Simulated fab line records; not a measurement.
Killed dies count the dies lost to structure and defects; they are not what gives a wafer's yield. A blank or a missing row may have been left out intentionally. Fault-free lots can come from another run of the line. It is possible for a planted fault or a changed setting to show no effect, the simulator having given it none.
fab line records    flow n5_finfet    part 1 of 2: steps 1 to 4 of 6
record lots=24  wafers=72  last_day=18
route steps=1938 shown BEOL_M4@1039 BEOL_M5@1152 BEOL_M6@1194
lots with no fault: from the same line, run without faults
start_h: the number of hours between the record's first day and the start of the first shown wafer of the lot    wait_h: hours from the lot's prior step to this one    " identical to the entry in the row above    L1.1+2: a row that stands for several wafers    - no value, or no start was given    * or withheld: withheld    < > ~ a bound
route shown NAME@n: names a module that has steps shown in the file, with the first one's number in the route    usual: the fault-free wafers' mean and standard deviation    same: alike in all rows    chamber/n: place in a boat    sites: the reading at each site    _std_site: the standard deviation of these    _edge_site: mean of outer sites minus mean of inner sites    radius_mm: how far each site lies from the wafer's centre    mask NAME#n: copy n    behind: the last tool/chamber to shape the wafer    hold: why the lot was held/for how many hours/how that ended    device: names the non-switching transistor (n, p or np)    end of line: the route-end tests of the same wafers    for a step that has no rows: nothing shown but its recipe    killed: dies that structure and defects cost at the first sort, which is not the same as the wafer's yield    map: a wafer's dies, x killed, . not, _ none there
set.NAME: the setting the step ran with; set.NAME@STEP: the setting that earlier step ran with    model.NAME: the simulator's own value behind a step, which no gauge read
route steps across a sampled set of lots; one table per step, one row per wafer
services: a tool's chamber out of use, with start hour (start_h, from the record's first day; less than 0 if before it), hours out, and reason
## steps
# step N5_BEOL_M4_ETCH_63
# recipe chemistry=CF4  target=SiARC  target_depth_a=156  mask_material=CAR-EUV  time_s=26  ion_energy_ev=80  pressure_mtorr=40  source_w=545  bias_w=36  Ar_flow_sccm=100  cf4_flow_sccm=100  ends=cleared
# usual drypump_motor_current_A=5.8/0.34  etch_rf_on_time_s=26.0/0.48  oes_product_au=0.68/0.062  rf_vpp_V=184.0/1.3  showerhead_plenum_p_Torr=2.14/0.079  throttle_valve_pct=15.64/0.29
lot.wafer  tool         chamber  start_h  wait_h  drypump_motor_current_A  etch_rf_on_time_s  oes_product_au  rf_hours_counter_h  rf_vpp_V  showerhead_plenum_p_Torr  throttle_valve_pct
L074.1     rie_diel-03  1        169.89   0.0     6.3                      25.7               0.83            5                   182.8     2.11                      15.18
L074.2     "            2        "        "       5.5                      25.9               0.66            145                 185.6     2.23                      15.95
L074.3     "            3        "        "       5.9                      25.6               0.65            164                 182.9     2.06                      15.82
L075.1     rie_diel-04  2        183.21   0.0     5.6                      26.5               0.63            180                 184.2     2.22                      16.03
L075.5     "            0        "        "       5.5                      25.6               0.72            -                   184.1     2.09                      15.28
L075.6     "            2        "        "       5.6                      26.7               0.63            -                   186.1     2.22                      16.04
L077.1     rie_diel-04  2        188.77   0.0     5.6                      26.5               0.63            182                 183.8     2.22                      16.05
L077.5     "            2        "        "       5.6                      26.5               0.64            -                   184.1     2.22                      16.03
L077.6     "            3        "        "       5.7                      26.3               0.71            -                   184.3     2.27                      15.66
L076.1     rie_diel-03  2        189.73   0.0     5.5                      25.9               0.65            153                 186.0     2.22                      15.95
L076.3     "            3        "        "       5.9                      25.6               0.65            168                 182.7     2.06                      15.83
L076.4     "            0        "        "       5.1                      25.5               0.82            3                   184.2     2.10                      15.41
L078.3     rie_diel-04  3        194.39   0.0     5.6                      26.5               0.71            46                  184.3     2.27                      15.66
L078.4     "            1        "        "       6.2                      26.3               0.73            43                  185.4     2.27                      15.53
L078.6     "            0        "        "       5.5                      25.3               0.72            -                   183.4     2.09                      15.30
L079.2     rie_diel-01  3        196.82   0.0     5.7                      25.5               0.67            125                 183.2     2.07                      15.80
L079.3     "            1        "        "       6.0                      26.1               0.58            237                 183.9     2.11                      15.74
L079.4     "            0        "        "       6.1                      26.4               0.69            104                 182.0     2.07                      15.28
L080.1     rie_diel-04  0        199.79   0.0     5.5                      25.4               0.72            81                  183.1     2.09                      15.28
L080.3     "            3        "        "       5.6                      26.6               0.70            48                  186.1     2.27                      15.67
L080.5     "            0        "        "       5.5                      25.5               0.72            -                   183.8     2.09                      15.32
L081.1     rie_diel-04  3        211.14   0.0     5.6                      26.4               0.71            52                  186.4     2.27                      15.66
L081.4     "            0        "        "       5.4                      25.5               0.72            -                   182.5     2.08                      15.31
L081.6     "            2        "        "       5.6                      26.5               0.63            -                   186.1     2.21                      16.06
L083.2     rie_diel-03  1        212.45   0.0     6.3                      25.6               0.79            20                  183.9     2.10                      15.21
L083.5     "            0        "        "       5.1                      25.5               0.79            -                   183.7     2.10                      15.42
L083.6     "            1        "        "       6.3                      25.5               0.78            -                   184.7     2.10                      15.20
L082.1     rie_diel-04  1        226.32   0.0     6.2                      26.4               0.71            51                  186.2     2.27                      15.53
L082.4     "            2        "        "       5.6                      26.4               0.62            195                 183.6     2.21                      16.07
L082.5     "            2        "        "       5.6                      26.4               0.62            -                   185.4     2.21                      16.06
L084.1     rie_diel-03  1        239.89   0.0     6.3                      25.9               0.76            31                  182.3     2.10                      15.22
L084.4     "            0        "        "       5.1                      25.8               0.77            22                  184.7     2.10                      15.45
L084.5     "            2        "        "       5.4                      26.0               0.65            -                   185.1     2.22                      15.95
L085.1     rie_diel-03  2        240.61   0.0     5.5                      25.7               0.65            164                 186.3     2.22                      15.97
L085.4     "            1        "        "       6.4                      25.6               0.76            31                  182.5     2.10                      15.23
L085.6     "            2        "        "       5.5                      25.6               0.64            -                   185.2     2.22                      15.96
L086.1     rie_diel-01  2        244.51   0.0     6.2                      26.9               0.58            229                 184.1     2.11                      15.61
L086.4     "            3        "        "       5.7                      25.4               0.65            -                   183.8     2.06                      15.84
L086.5     "            0        "        "       6.1                      26.0               0.69            -                   183.1     2.06                      15.30
L087.3     rie_diel-01  0        252.21   0.0     6.0                      26.0               0.68            126                 182.2     2.06                      15.32
L087.4     "            3        "        "       5.8                      25.0               0.65            -                   183.2     2.06                      15.83
L087.6     "            0        "        "       6.1                      26.1               0.67            -                   182.8     2.06                      15.32
L089.1     rie_diel-01  3        255.00   0.0     5.7                      25.3               0.64            150                 182.3     2.06                      15.85
L089.2     "            0        "        "       6.1                      25.9               0.68            128                 182.5     2.06                      15.33
L089.4     "            0        "        "       6.0                      26.1               0.67            -                   182.7     2.06                      15.32
L088.1     rie_diel-04  3        256.80   0.0     5.7                      26.8               0.69            63                  185.9     2.26                      15.69
L088.2     "            0        "        "       5.4                      25.7               0.70            96                  182.7     2.08                      15.32
L088.6     "            0        "        "       5.5                      25.9               0.70            -                   183.3     2.08                      15.32
L090.1     rie_diel-03  0        258.42   0.0     5.0                      25.4               0.76            31                  183.8     2.09                      15.48
L090.2     "            3        "        "       5.9                      25.6               0.63            195                 182.9     2.05                      15.90
L090.3     "            1        "        "       6.3                      25.5               0.76            40                  185.2     2.10                      15.23
L092.1     rie_diel-01  0        266.97   0.0     6.0                      25.9               0.68            133                 182.9     2.06                      15.32
L092.2     "            2        "        "       6.2                      26.9               0.58            242                 183.2     2.11                      15.64
L092.3     "            1        "        "       5.9                      25.6               0.82            3                   182.8     2.10                      15.26
L091.1     rie_diel-03  3        280.55   0.0     5.9                      25.8               0.63            202                 183.4     2.05                      15.90
L091.4     "            0        "        "       5.1                      25.7               0.74            38                  183.1     2.09                      15.47
L091.6     "            2        "        "       5.5                      25.8               0.63            -                   183.4     2.21                      16.01
L094.1     rie_diel-01  3        287.70   0.0     5.7                      25.3               0.64            163                 182.8     2.06                      15.87
L094.4     "            2        "        "       6.2                      26.6               0.57            249                 184.1     2.11                      15.63
L094.6     "            0        "        "       6.0                      26.0               0.66            -                   184.0     2.05                      15.34
L093.3     rie_diel-03  2        290.10   0.0     5.5                      26.1               0.64            184                 184.0     2.21                      16.02
L093.4     "            0        "        "       5.1                      25.6               0.73            42                  182.5     2.09                      15.50
L093.6     "            2        "        "       5.5                      25.9               0.63            -                   186.4     2.21                      16.01
L095.2     rie_diel-04  2        292.14   0.0     5.6                      26.1               0.62            215                 185.0     2.20                      16.12
L095.3     "            0        "        "       5.5                      25.4               0.69            108                 182.4     2.08                      15.35
L095.6     "            1        "        "       6.2                      26.3               0.70            -                   184.5     2.26                      15.59
L096.1     rie_diel-01  3        303.70   0.0     5.7                      25.2               0.63            169                 182.0     2.06                      15.87
L096.2     "            0        "        "       6.0                      26.4               0.66            146                 183.1     2.05                      15.36
L096.5     "            3        "        "       5.7                      25.2               0.64            -                   182.9     2.06                      15.88
L097.1     rie_diel-03  3        313.07   0.0     5.9                      26.2               0.62            214                 183.1     2.05                      15.94
L097.4     "            2        "        "       5.4                      26.2               0.62            192                 184.9     2.21                      16.04
L097.6     "            2        "        "       5.5                      26.0               0.62            -                   183.3     2.21                      16.03
# step N5_BEOL_M4_CD_MEAS_28
# recipe target_cd_nm=26.2  landing_energy_ev=500  detector=se_inlens  target_cd_y_nm=24.1  polarity=opening
# usual cd_nm=26.20/0.23
lot.wafer  tool       chamber  start_h  wait_h  cd_nm
L074.1     cd_sem-01  0        170.62   -       26.26
L074.2     "          0        "        "       26.21
L074.3     "          0        "        "       26.50
L075.1     cd_sem-03  0        184.04   -       26.25
L075.5     "          0        "        "       26.36
L075.6     "          0        "        "       25.74
L077.1     cd_sem-02  0        189.67   -       25.80
L077.5     "          0        "        "       26.31
L077.6     "          0        "        "       26.21
L076.1     cd_sem-03  0        190.49   -       26.25
L076.3     "          0        "        "       26.01
L076.4     "          0        "        "       26.14
L078.3     cd_sem-01  0        195.22   -       26.32
L078.4     "          0        "        "       26.25
L078.6     "          0        "        "       26.28
L079.2     cd_sem-01  0        197.54   -       26.58
L079.3     "          0        "        "       26.54
L079.4     "          0        "        "       26.25
L080.1     cd_sem-01  0        200.49   -       26.39
L080.3     "          0        "        "       26.19
L080.5     "          0        "        "       26.45
L081.1     cd_sem-01  0        212.22   -       26.06
L081.4     "          0        "        "       26.18
L081.6     "          0        "        "       25.77
L083.2     cd_sem-03  0        213.15   -       26.02
L083.5     "          0        "        "       26.11
L083.6     "          0        "        "       26.36
L082.1     cd_sem-03  0        227.16   -       26.18
L082.4     "          0        "        "       26.21
L082.5     "          0        "        "       25.94
L084.1     cd_sem-01  0        240.61   -       26.36
L084.4     "          0        "        "       26.32
L084.5     "          0        "        "       26.30
L085.1     cd_sem-02  0        241.68   -       26.47
L085.4     "          0        "        "       26.39
L085.6     "          0        "        "       26.56
L086.1     cd_sem-02  0        245.35   -       25.88
L086.4     "          0        "        "       26.48
L086.5     "          0        "        "       26.06
L087.3     cd_sem-02  0        253.05   -       25.99
L087.4     "          0        "        "       25.97
L087.6     "          0        "        "       26.34
L089.1     cd_sem-01  0        255.82   -       26.09
L089.2     "          0        "        "       26.12
L089.4     "          0        "        "       26.45
L088.1     cd_sem-01  0        257.57   -       26.01
L088.2     "          0        "        "       26.30
L088.6     "          0        "        "       26.16
L090.1     cd_sem-01  0        259.24   -       26.22
L090.2     "          0        "        "       26.10
L090.3     "          0        "        "       26.42
L092.1     cd_sem-02  0        267.81   -       26.54
L092.2     "          0        "        "       26.41
L092.3     "          0        "        "       26.34
L091.1     cd_sem-03  0        281.40   -       26.06
L091.4     "          0        "        "       26.14
L091.6     "          0        "        "       26.43
L094.1     cd_sem-01  0        288.40   -       26.34
L094.4     "          0        "        "       26.40
L094.6     "          0        "        "       26.26
L093.3     cd_sem-02  0        290.96   -       25.89
L093.4     "          0        "        "       25.96
L093.6     "          0        "        "       25.84
L095.2     cd_sem-03  0        292.87   -       26.13
L095.3     "          0        "        "       25.82
L095.6     "          0        "        "       25.93
L096.1     cd_sem-02  0        304.54   -       26.34
L096.2     "          0        "        "       26.27
L096.5     "          0        "        "       26.21
L097.1     cd_sem-03  0        313.77   -       26.35
L097.4     "          0        "        "       26.23
L097.6     "          0        "        "       26.39
# step N5_BEOL_M4_INSPECT_30
# recipe mode=adi  inspect_instrument=brightfield
# usual raw_defect_count=378/80
lot.wafer  tool               chamber  start_h  wait_h  raw_defect_count
L074.1     defect_inspect-01  -        170.70   0.1     313
L074.2     "                  -        "        "       344
L074.3     "                  -        "        "       329
L075.1     defect_inspect-02  -        184.13   0.1     363
L075.5     "                  -        "        "       381
L075.6     "                  -        "        "       389
L077.1     defect_inspect-01  -        189.75   0.1     285
L077.5     "                  -        "        "       353
L077.6     "                  -        "        "       326
L076.1     defect_inspect-01  -        190.58   0.1     248
L076.3     "                  -        "        "       307
L076.4     "                  -        "        "       344
L078.3     defect_inspect-01  -        195.31   0.0     349
L078.4     "                  -        "        "       379
L078.6     "                  -        "        "       322
L079.2     defect_inspect-01  -        197.63   0.0     463
L079.3     "                  -        "        "       392
L079.4     "                  -        "        "       416
L080.1     defect_inspect-01  -        200.58   0.1     256
L080.3     "                  -        "        "       273
L080.5     "                  -        "        "       402
L081.1     defect_inspect-02  -        212.30   0.1     419
L081.4     "                  -        "        "       456
L081.6     "                  -        "        "       294
L083.2     defect_inspect-02  -        213.24   0.0     283
L083.5     "                  -        "        "       411
L083.6     "                  -        "        "       311
L082.1     defect_inspect-01  -        227.25   0.1     307
L082.4     "                  -        "        "       375
L082.5     "                  -        "        "       326
L084.1     defect_inspect-02  -        240.70   0.1     381
L084.4     "                  -        "        "       411
L084.5     "                  -        "        "       441
L085.1     defect_inspect-02  -        241.77   0.1     394
L085.4     "                  -        "        "       370
L085.6     "                  -        "        "       350
L086.1     defect_inspect-01  -        245.44   0.1     457
L086.4     "                  -        "        "       388
L086.5     "                  -        "        "       365
L087.3     defect_inspect-02  -        253.14   0.0     328
L087.4     "                  -        "        "       327
L087.6     "                  -        "        "       369
L089.1     defect_inspect-02  -        255.91   0.1     247
L089.2     "                  -        "        "       365
L089.4     "                  -        "        "       349
L088.1     defect_inspect-02  -        257.66   0.1     598
L088.2     "                  -        "        "       377
L088.6     "                  -        "        "       474
L090.1     defect_inspect-01  -        259.33   0.1     314
L090.2     "                  -        "        "       314
L090.3     "                  -        "        "       260
L092.1     defect_inspect-01  -        267.90   0.1     348
L092.2     "                  -        "        "       355
L092.3     "                  -        "        "       262
L091.1     defect_inspect-01  -        281.49   0.1     395
L091.4     "                  -        "        "       338
L091.6     "                  -        "        "       426
L094.1     defect_inspect-02  -        288.49   0.1     474
L094.4     "                  -        "        "       661
L094.6     "                  -        "        "       531
L093.3     defect_inspect-02  -        291.04   0.0     366
L093.4     "                  -        "        "       491
L093.6     "                  -        "        "       377
L095.2     defect_inspect-02  -        292.96   0.0     296
L095.3     "                  -        "        "       360
L095.6     "                  -        "        "       258
L096.1     defect_inspect-01  -        304.63   0.1     399
L096.2     "                  -        "        "       373
L096.5     "                  -        "        "       444
L097.1     defect_inspect-02  -        313.86   0.1     323
L097.4     "                  -        "        "       376
L097.6     "                  -        "        "       307
# step N5_BEOL_M4_ETCH_41
# recipe chemistry=CH3F/O2  target=SiCN  target_depth_a=299  taper_deg=2  time_s=52.5  ion_energy_ev=120  mask_material=TiN  pressure_mtorr=30  source_w=395  bias_w=75  Ar_flow_sccm=150  CH3F_flow_sccm=30  O2_flow_sccm=20
# usual drypump_motor_current_A=5.9/0.33  oes_product_au=0.78/0.072  rf_vpp_V=296.6/1.4  showerhead_plenum_p_Torr=1.96/0.06  throttle_valve_pct=16.29/0.25
lot.wafer  tool         chamber  start_h  wait_h  drypump_motor_current_A  oes_product_au  rf_hours_counter_h  rf_vpp_V  showerhead_plenum_p_Torr  throttle_valve_pct
L074.1     rie_diel-01  3        -        -       5.7                      0.78            117                 295.6     1.93                      16.47
L074.2     "            2        "        "       6.2                      0.70            203                 297.6     1.99                      16.25
L074.3     "            0        "        "       6.1                      0.82            95                  296.8     1.93                      15.95
L075.1     rie_diel-01  2        -        -       6.2                      0.69            208                 297.4     1.99                      16.30
L075.5     "            0        "        "       6.0                      0.81            -                   294.7     1.93                      15.95
L075.6     "            3        "        "       5.8                      0.78            -                   296.2     1.92                      16.47
L077.1     rie_diel-04  1        -        -       6.2                      0.85            43                  301.3     2.13                      16.25
L077.5     "            3        "        "       5.7                      0.83            -                   299.4     2.13                      16.40
L077.6     "            0        "        "       5.5                      0.84            -                   294.7     1.94                      15.99
L076.1     rie_diel-01  2        -        -       6.2                      0.70            211                 298.5     1.98                      16.29
L076.3     "            0        "        "       6.0                      0.81            103                 295.7     1.92                      15.96
L076.4     "            3        "        "       5.7                      0.77            125                 295.8     1.92                      16.47
L078.3     rie_diel-01  0        -        -       6.1                      0.81            105                 295.0     1.92                      15.96
L078.4     "            2        "        "       6.2                      0.70            212                 296.1     1.98                      16.30
L078.6     "            0        "        "       6.0                      0.81            -                   296.1     1.92                      15.96
L079.2     rie_diel-01  2        -        -       6.2                      0.69            213                 298.0     1.98                      16.29
L079.3     "            0        "        "       6.0                      0.81            105                 297.2     1.92                      15.97
L079.4     "            1        "        "       6.0                      0.67            239                 296.4     1.97                      16.41
L080.1     rie_diel-01  3        -        -       5.7                      0.77            130                 296.6     1.92                      16.47
L080.3     "            2        "        "       6.1                      0.69            217                 295.8     1.98                      16.30
L080.5     "            3        "        "       5.7                      0.78            -                   296.6     1.92                      16.48
L081.1     rie_diel-01  3        -        -       5.7                      0.77            134                 296.4     1.92                      16.47
L081.4     "            0        "        "       6.1                      0.81            112                 295.7     1.92                      15.98
L081.6     "            3        "        "       5.7                      0.77            -                   294.4     1.92                      16.48
L083.2     rie_diel-01  2        -        -       6.2                      0.69            224                 298.0     1.98                      16.32
L083.5     "            1        "        "       5.9                      0.67            -                   295.4     1.96                      16.43
L083.6     "            2        "        "       6.2                      0.69            -                   296.2     1.98                      16.33
L082.1     rie_diel-04  0        -        -       5.5                      0.82            92                  296.1     1.94                      16.01
L082.4     "            1        "        "       6.2                      0.83            54                  300.8     2.13                      16.29
L082.5     "            1        "        "       6.2                      0.83            -                   299.1     2.13                      16.28
L084.1     rie_diel-03  2        -        -       5.5                      0.76            168                 298.4     2.07                      16.69
L084.4     "            0        "        "       5.1                      0.90            26                  296.6     1.95                      16.12
L084.5     "            1        "        "       6.3                      0.90            -                   295.9     1.95                      15.94
L085.1     rie_diel-01  0        -        -       6.0                      0.80            127                 294.2     1.92                      16.01
L085.4     "            0        "        "       6.1                      0.79            -                   296.9     1.92                      16.02
L085.6     "            2        "        "       6.2                      0.69            -                   295.2     1.98                      16.33
L086.1     rie_diel-01  3        -        -       5.7                      0.75            151                 294.3     1.91                      16.51
L086.4     "            0        "        "       6.0                      0.79            -                   296.1     1.92                      16.01
L086.5     "            2        "        "       6.2                      0.68            -                   296.6     1.98                      16.35
L087.3     rie_diel-03  2        -        -       5.5                      0.74            171                 296.9     2.07                      16.68
L087.4     "            0        "        "       5.1                      0.88            30                  296.8     1.95                      16.15
L087.6     "            1        "        "       6.4                      0.88            -                   296.9     1.95                      15.94
L089.1     rie_diel-01  0        -        -       6.1                      0.79            131                 295.4     1.92                      16.02
L089.2     "            3        "        "       5.7                      0.75            154                 296.1     1.91                      16.53
L089.4     "            2        "        "       6.2                      0.68            240                 297.2     1.98                      16.36
L088.1     rie_diel-03  3        -        -       5.9                      0.73            198                 295.8     1.91                      16.57
L088.2     "            2        "        "       5.5                      0.75            175                 299.5     2.07                      16.69
L088.6     "            0        "        "       5.1                      0.88            -                   296.6     1.95                      16.14
L090.1     rie_diel-01  3        -        -       5.7                      0.75            157                 296.6     1.91                      16.51
L090.2     "            1        "        "       6.0                      0.95            5                   297.7     1.96                      15.97
L090.3     "            0        "        "       6.0                      0.78            135                 294.6     1.91                      16.03
L092.1     rie_diel-03  2        -        -       5.5                      0.73            179                 298.0     2.07                      16.70
L092.2     "            1        "        "       6.4                      0.86            46                  295.5     1.95                      15.96
L092.3     "            0        "        "       5.1                      0.86            37                  297.1     1.95                      16.17
L091.1     rie_diel-03  0        -        -       5.1                      0.86            39                  296.5     1.95                      16.15
L091.4     "            3        "        "       5.9                      0.72            203                 296.1     1.91                      16.60
L091.6     "            2        "        "       5.5                      0.73            -                   298.0     2.07                      16.70
L094.1     rie_diel-01  3        -        -       5.7                      0.74            165                 295.8     1.91                      16.54
L094.4     "            0        "        "       6.0                      0.78            -                   294.4     1.91                      16.03
L094.6     "            3        "        "       5.7                      0.74            -                   296.4     1.91                      16.55
L093.3     rie_diel-04  3        -        -       5.6                      0.81            77                  298.8     2.12                      16.45
L093.4     "            1        "        "       6.2                      0.81            73                  299.1     2.12                      16.34
L093.6     "            2        "        "       5.6                      0.72            -                   297.7     2.06                      16.81
L095.2     rie_diel-01  1        -        -       6.0                      0.92            16                  297.5     1.96                      15.99
L095.3     "            0        "        "       6.1                      0.77            146                 296.2     1.91                      16.05
L095.6     "            3        "        "       5.7                      0.73            -                   295.5     1.91                      16.54
L096.1     rie_diel-01  0        -        -       6.0                      0.77            150                 295.8     1.91                      16.04
L096.2     "            1        "        "       6.0                      0.90            20                  296.7     1.96                      16.00
L096.5     "            3        "        "       5.7                      0.74            -                   295.6     1.91                      16.56
L097.1     rie_diel-03  2        -        -       5.5                      0.73            193                 297.5     2.07                      16.73
L097.4     "            3        "        "       5.9                      0.72            215                 296.0     1.90                      16.61
L097.6     "            0        "        "       5.1                      0.84            -                   298.0     1.94                      16.17
